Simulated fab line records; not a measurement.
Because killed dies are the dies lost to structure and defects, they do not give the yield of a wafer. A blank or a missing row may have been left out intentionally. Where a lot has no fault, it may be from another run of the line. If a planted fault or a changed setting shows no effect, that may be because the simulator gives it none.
Matching of chambers :: flow nand-harc :: NHARC_A_CHANNEL_HOLE_D1_ETCH_39 on rie-diel-10: 4 sister chambers
The step etches the open film in N2/H2, target depth 260 nm, time 325 s. 16 wafers are shown with their chamber, then 7 later ones without.

== EACH WAFER AND ITS CHAMBER ==
wafer: L895.1
chamber: 1
showerhead-plenum-p-Torr (Torr): 2.03
drypump-motor-current-A (A): 5.72
rf-vpp-V (V): 431.2

wafer: L895.3
chamber: 0
showerhead-plenum-p-Torr (Torr): 2.14
drypump-motor-current-A (A): 5.67
rf-vpp-V (V): 434.7

wafer: L895.4
chamber: 2
showerhead-plenum-p-Torr (Torr): 2.19
drypump-motor-current-A (A): 5.57
rf-vpp-V (V): 434.3

wafer: L897.3
chamber: 0
showerhead-plenum-p-Torr (Torr): 2.14
drypump-motor-current-A (A): 5.69
rf-vpp-V (V): 433.5

wafer: L897.5
chamber: 2
showerhead-plenum-p-Torr (Torr): 2.19
drypump-motor-current-A (A): 5.55
rf-vpp-V (V): 435.0

wafer: L897.6
chamber: 3
showerhead-plenum-p-Torr (Torr): 1.97
drypump-motor-current-A (A): 5.35
rf-vpp-V (V): 428.6

wafer: L898.3
chamber: 0
showerhead-plenum-p-Torr (Torr): 2.14
drypump-motor-current-A (A): 5.66
rf-vpp-V (V): 433.4

wafer: L898.4
chamber: 2
showerhead-plenum-p-Torr (Torr): 2.19
drypump-motor-current-A (A): 5.56
rf-vpp-V (V): 434.4

wafer: L898.6
chamber: 3
showerhead-plenum-p-Torr (Torr): 1.97
drypump-motor-current-A (A): 5.36
rf-vpp-V (V): 429.0

wafer: L902.3
chamber: 0
showerhead-plenum-p-Torr (Torr): 2.13
drypump-motor-current-A (A): 5.67
rf-vpp-V (V): 433.3

wafer: L902.4
chamber: 1
showerhead-plenum-p-Torr (Torr): 2.03
drypump-motor-current-A (A): 5.70
rf-vpp-V (V): 432.0

wafer: L902.6
chamber: 2
showerhead-plenum-p-Torr (Torr): 2.19
drypump-motor-current-A (A): 5.53
rf-vpp-V (V): 435.0

wafer: L901.1
chamber: 3
showerhead-plenum-p-Torr (Torr): 1.97
drypump-motor-current-A (A): 5.34
rf-vpp-V (V): 429.6

wafer: L901.4
chamber: 0
showerhead-plenum-p-Torr (Torr): 2.14
drypump-motor-current-A (A): 5.68
rf-vpp-V (V): 433.4

wafer: L901.6
chamber: 1
showerhead-plenum-p-Torr (Torr): 2.03
drypump-motor-current-A (A): 5.73
rf-vpp-V (V): 429.6

wafer: L903.3
chamber: 2
showerhead-plenum-p-Torr (Torr): 2.19
drypump-motor-current-A (A): 5.54
rf-vpp-V (V): 434.4

SIGNATURES, as means of the wafers listed above
reading: showerhead-plenum-p-Torr
chamber 0: 2.1380
chamber 1: 2.0300
chamber 2: 2.1900
chamber 3: 1.9700
scatter within a chamber: 0.00258

reading: drypump-motor-current-A
chamber 0: 5.6740
chamber 1: 5.7167
chamber 2: 5.5500
chamber 3: 5.3500
scatter within a chamber: 0.0135

reading: rf-vpp-V
chamber 0: 433.660
chamber 1: 430.933
chamber 2: 434.620
chamber 3: 429.067
scatter within a chamber: 0.668
Rule: a wafer lies at a distance from a chamber equal to the root of the sum of squares, over the readings, of (its reading less the chamber's mean, divided by the reading's scatter). The wafer belongs to the nearest chamber; if the next one is less than 2 further off, it can't be placed. How the scatter is found: for the shown wafers, subtract from each reading the mean of its chamber, square and add these, divide the total by (wafers less chambers), then take the root.

== WAFERS WHOSE CHAMBER IS MISSING ==
wafer: L903.4
showerhead-plenum-p-Torr (Torr): 2.13
drypump-motor-current-A (A): 5.67
rf-vpp-V (V): 432.9

wafer: L903.6
showerhead-plenum-p-Torr (Torr): 2.02
drypump-motor-current-A (A): 5.70
rf-vpp-V (V): 429.0

wafer: L904.2
showerhead-plenum-p-Torr (Torr): 2.13
drypump-motor-current-A (A): 5.67
rf-vpp-V (V): 432.2

wafer: L904.5
showerhead-plenum-p-Torr (Torr): 2.19
drypump-motor-current-A (A): 5.56
rf-vpp-V (V): 433.9

wafer: L906.2
showerhead-plenum-p-Torr (Torr): 2.19
drypump-motor-current-A (A): 5.54
rf-vpp-V (V): 435.4

wafer: L906.5
showerhead-plenum-p-Torr (Torr): 2.13
drypump-motor-current-A (A): 5.66
rf-vpp-V (V): 433.3

wafer: L908.4
showerhead-plenum-p-Torr (Torr): 1.96
drypump-motor-current-A (A): 5.35
rf-vpp-V (V): 426.7

== WHICH CHAMBER EACH ONE RAN IN ==
wafer: L903.4
from the rows above: 0
in truth: 0

wafer: L903.6
from the rows above: 1
in truth: 1

wafer: L904.2
from the rows above: 0
in truth: 0

wafer: L904.5
from the rows above: 2
in truth: 2

wafer: L906.2
from the rows above: 2
in truth: 2

wafer: L906.5
from the rows above: 0
in truth: 0

wafer: L908.4
from the rows above: 3
in truth: 3
Correct placement for 7 of the 7. Number that these rows cannot place: 0. Wrongly placed: 0.
